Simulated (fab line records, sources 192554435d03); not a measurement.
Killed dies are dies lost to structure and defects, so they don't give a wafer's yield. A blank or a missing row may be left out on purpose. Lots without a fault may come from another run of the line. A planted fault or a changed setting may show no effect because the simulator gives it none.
Split-lot experiment | flow n5_finfet | 7 lots, 21 wafers read, on a route of 1938 steps

THE SPLIT
At N5_BEOL_M6_EXPOSE_25 (exposes mask V5, target cd 40 nm), the setting dose_mj was moved away from the recipe's 45 on 9 of the 21 wafers read, by -7.2% to +4.7%. The other wafers ran this setting at the recipe's value.

FROM THE SPLIT TO THE READING: what the file shows between them, 2 steps
- N5_BEOL_M6_PEB_26: peb time 60 s
- N5_BEOL_M6_DEVELOP_27: develop time 30 s

THE READING
cd_nm, in nm, at N5_BEOL_M6_CD_MEAS_28 (target cd 40 nm). Fault-free wafers of this fab line usually give 39.99 nm, standard deviation 0.25 nm.

wafer  | tool, chamber at the split | dose_mj as run | against the recipe | cd_nm, nm | against lot-mates on the recipe
L078.1 | euv_scanner-01, 0          | 45             | recipe             | 39.71     | -
L078.4 | euv_scanner-01, 0          | 42.81          | -4.9%              | 38.69     | -1.05
L078.5 | euv_scanner-01, 0          | 45             | recipe             | 39.77     | -
L079.1 | euv_scanner-02, 0          | 42.15          | -6.3%              | 38.48     | -1.60
L079.4 | euv_scanner-02, 0          | 45             | recipe             | 40.09     | -
L079.6 | euv_scanner-02, 0          | 45             | recipe             | 40.07     | -
L082.2 | euv_scanner-01, 0          | 45             | recipe             | 40.07     | -
L082.5 | euv_scanner-01, 0          | 45             | recipe             | 39.68     | -
L082.6 | euv_scanner-01, 0          | 41.74          | -7.2%              | 38.03     | -1.84
L084.3 | euv_scanner-01, 0          | 41.76          | -7.2%              | 38.58     | -1.42
L084.4 | euv_scanner-01, 0          | 45             | recipe             | 40.01     | -
L084.5 | euv_scanner-01, 0          | 45             | recipe             | 40.00     | -
L088.3 | euv_scanner-02, 0          | 42.36          | -5.9%              | 38.67     | no lot-mate on the recipe
L088.5 | euv_scanner-02, 0          | 42.36          | -5.9%              | 38.44     | no lot-mate on the recipe
L088.6 | euv_scanner-02, 0          | 42.36          | -5.9%              | 39.04     | no lot-mate on the recipe
L089.2 | euv_scanner-02, 0          | 45             | recipe             | 40.14     | -
L089.5 | euv_scanner-02, 0          | 45             | recipe             | 40.51     | -
L089.6 | euv_scanner-02, 0          | 45             | recipe             | 40.37     | -
L090.1 | euv_scanner-02, 0          | 45             | recipe             | 40.06     | -
L090.3 | euv_scanner-02, 0          | 47.12          | +4.7%              | 41.10     | +1.04
L090.4 | euv_scanner-02, 0          | 47.12          | +4.7%              | 41.03     | +0.97

THE FIT
A straight line over all 21 wafers: cd_nm changes by +0.234 nm for each +1% of dose_mj; r = +0.96; the points scatter about the line by 0.24 nm.
The same after taking each lot's own level away (the mean of its wafers on the recipe; 18 wafers): +0.226 nm for each +1%; r = +0.99; scatter 0.13 nm.
On that fit, the largest move of dose_mj shifts the reading by 1.6 nm.
The lots' own levels span 39.740 to 40.340 nm, that is 2.4 times the standard deviation above.
So the lot-to-lot level changes the slope little: the two slopes agree.
Check: with one of the wafers moved furthest among these (-7.2%) left out of the fit, the line predicts -1.59 nm for it against its lot-mates. It came out at -1.84 nm against them.

OTHER SPLITS ON THESE WAFERS
These wafers also went through other splits before the reading. Each is held against what the fit with the lots' levels taken away leaves over:
other split on the same wafers | wafers away from the commonest value | r with cd_nm (lot level and that fit taken away)
N5_BEOL_M1_COAT_05 spin_rpm    | 6                                    | +0.04
N5_BEOL_M2_ETCH_69 bias_w      | 6                                    | -0.38
N5_BEOL_M3_ILD_DEP_00 time_s   | 6                                    | +0.43
N5_BEOL_M3_COAT_73 spin_rpm    | 9                                    | -0.22
N5_BEOL_M4_COAT_73 spin_rpm    | 5                                    | +0.04
N5_BEOL_M5_ILD_DEP_00 time_s   | 5                                    | +0.17

THE WHOLE CHAIN: every reading that the file lists as answering this split, in the file's order
step                  | what it does                                                | reading                                                        | change (the file's fit)               | r (the file's)
N5_BEOL_M6_CD_MEAS_28 | target cd 40 nm                                             | cd_nm                                                          | +0.229 nm for each +1% of the setting | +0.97
N5_BEOL_M6_DESCUM_33  | chemistry O2, time 7 s                                      | BEOL_M6.cd_nm (the simulator's own value, which no gauge read) | +0.241 nm for each +1% of the setting | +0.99
N5_BEOL_M6_ETCH_72    | etches underlayer in N2/H2, target depth 6.5 nm, time 5.2 s | BEOL_M6.cd_nm (the simulator's own value, which no gauge read) | +0.246 nm for each +1% of the setting | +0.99

THE FILE'S OWN FIT
cd_nm changes by +0.229 nm for each +1% of dose_mj, r = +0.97.
